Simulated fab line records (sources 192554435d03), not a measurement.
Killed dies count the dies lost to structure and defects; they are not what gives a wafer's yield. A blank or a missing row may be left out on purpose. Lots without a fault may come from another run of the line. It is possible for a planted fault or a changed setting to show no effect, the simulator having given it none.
Which tool is to blame? -- flow n5-finfet -- Sampling: 24 lots, 72 wafers, 2 of 1938 route steps

WHAT THE GAUGES READ, wafer by wafer
N5_BEOL_M1_OCD_MEAS_38.
lot,measured,on,trench-depth-nm (nm)
L074,day 6 14:34,ocd-02,54.5 53.4 54.1
L075,day 6 17:21,ocd-02,54.7 53.4 53.3
L076,day 6 17:20,ocd-01,54.9 55.4 57.0
L077,day 6 23:25,ocd-01,55.3 56.5 53.1
L078,day 7 00:32,ocd-01,53.8 55.2 56.1
L079,day 7 13:28,ocd-01,55.4 54.0 56.5
L080,day 7 18:13,ocd-02,56.7 53.3 55.2
L081,day 8 00:18,ocd-02,55.9 57.2 55.3
L082,day 8 03:10,ocd-01,55.8 57.4 55.9
L083,day 8 10:20,ocd-02,54.8 54.7 57.4
L084,day 8 16:00,ocd-02,54.8 55.8 55.0
L085,day 9 02:11,ocd-02,55.4 53.7 55.6
L086,day 9 05:07,ocd-01,53.4 56.4 53.5
L087,day 9 15:55,ocd-01,55.9 56.0 56.8
L088,day 9 19:40,ocd-02,54.6 54.9 54.4
L090,day 10 02:46,ocd-02,55.0 55.1 54.5
L089,day 10 03:01,ocd-01,54.7 55.5 57.0
L091,day 10 09:15,ocd-02,57.0 55.3 55.1
L092,day 10 19:37,ocd-02,55.3 53.4 53.4
L093,day 11 01:47,ocd-02,55.4 55.0 55.3
L094,day 11 06:57,ocd-02,55.3 56.1 54.7
L095,day 11 12:10,ocd-01,54.1 54.6 54.0
L096,day 11 12:32,ocd-02,53.4 52.8 56.0
L097,day 11 21:22,ocd-01,55.9 56.7 54.8

WHICH TOOL RAN EACH LOT (tool, then ch and the chambers of the sampled wafers, then the start)
lot,N5_BEOL_M1_DESCUM_33
L074,"rie-diel-03 ch 0,1,2, day 6 10:08"
L075,"rie-diel-03 ch 0,2,3, day 6 15:11"
L076,"rie-diel-01 ch 0,1,3, day 6 16:32"
L077,"rie-diel-03 ch 1,2,3, day 6 22:14"
L078,"rie-diel-01 ch 0,2,3, day 6 23:25"
L079,"rie-diel-04 ch 1,2, day 7 10:25"
L080,"rie-diel-03 ch 0,1,2, day 7 14:08"
L081,"rie-diel-01 ch 0,3, day 7 23:24"
L082,"rie-diel-03 ch 1,2,3, day 8 01:59"
L083,"rie-diel-04 ch 1,2, day 8 08:22"
L084,"rie-diel-04 ch 0,1,2, day 8 13:15"
L085,"rie-diel-01 ch 0,2,3, day 8 23:22"
L086,"rie-diel-04 ch 0,1,2, day 9 04:07"
L087,"rie-diel-04 ch 1,2,3, day 9 07:32"
L088,"rie-diel-01 ch 0,2,3, day 9 15:29"
L090,"rie-diel-03 ch 1,3, day 10 01:35"
L089,"rie-diel-01 ch 0,2, day 10 01:41"
L091,"rie-diel-03 ch 1,2,3, day 10 07:56"
L092,"rie-diel-03 ch 1,2,3, day 10 14:11"
L093,"rie-diel-01 ch 1,2,3, day 10 20:09"
L094,"rie-diel-01 ch 0,2,3, day 11 02:54"
L095,"rie-diel-04 ch 0,1,2, day 11 08:22"
L096,"rie-diel-01 ch 0,1,3, day 11 10:53"
L097,"rie-diel-03 ch 0,1,2, day 11 17:43"
- N5_BEOL_M1_DESCUM_33: chemistry O2, time 7 s.

WHAT THE TOOLS THEMSELVES READ (means of the sampled wafers that have a number; where no wafer has one, the mark that the record gives instead)
N5_BEOL_M1_DESCUM_33.
lot,tool,drypump-motor-current-A (A),oes-product-au (a.u.),rf-vpp-V (V),showerhead-plenum-p-Torr (Torr),throttle-valve-pct (%)
L074,rie-diel-03,5.3,0.79,242.3,2.07,20.3
L075,rie-diel-03,5.6,0.77,243.8,2.10,20.4
L076,rie-diel-01,5.4,0.84,243.0,2.08,20.4
L077,rie-diel-03,5.7,0.72,243.3,2.08,20.4
L078,rie-diel-01,5.7,0.94,242.8,2.06,20.1
L079,rie-diel-04,6.2,0.84,243.1,2.13,20.5
L080,rie-diel-03,5.3,0.77,242.0,2.06,20.3
L081,rie-diel-01,5.3,0.90,243.9,2.09,20.2
L082,rie-diel-03,5.7,0.72,242.7,2.08,20.4
L083,rie-diel-04,6.0,0.87,243.7,2.14,20.6
L084,rie-diel-04,6.0,0.79,244.2,2.14,20.7
L085,rie-diel-01,5.7,0.90,242.3,2.06,20.1
L086,rie-diel-04,6.0,0.78,243.2,2.13,20.7
L087,rie-diel-04,6.3,0.79,242.9,2.09,20.6
L088,rie-diel-01,5.7,0.90,243.6,2.06,20.1
L090,rie-diel-03,5.9,0.72,243.5,2.13,20.4
L089,rie-diel-01,5.6,0.92,243.3,2.05,19.9
L091,rie-diel-03,5.7,0.71,242.6,2.07,20.5
L092,rie-diel-03,5.7,0.70,242.7,2.07,20.5
L093,rie-diel-01,5.9,0.83,242.0,2.04,20.3
L094,rie-diel-01,5.8,0.88,243.0,2.05,20.1
L095,rie-diel-04,6.0,0.85,244.2,2.13,20.6
L096,rie-diel-01,5.4,0.79,242.3,2.07,20.4
L097,rie-diel-03,5.3,0.74,242.1,2.05,20.4

THE ANSWER, worked out from the rows above alone
Rule: what is usual is taken from the lots themselves. The widest of any qualifying gaps counts: lots, ordered by their means at a reading, are off when they make up no more than a third of the lots, leave a main group of 4 or more, and stand apart from it by 3 or more times the standard deviation of that group's means. Not used: any main group whose means are identical at the precision the tables above print for the reading. Also off: a lot with no number at a reading for which 4 or more lots have one. Where the step has rows for the other lots, those lots are counted as sound. Order of review: gauges by route order, followed by the tools' own readings, for which a lot's mean as printed above is used. At the first step where some lot is off, the reading lying furthest off is the one used; lots without a number count as furthest.
Across all readings shown, no lot is off: no conclusion can be drawn from this.

WHAT THE SIMULATOR HAD INSERTED
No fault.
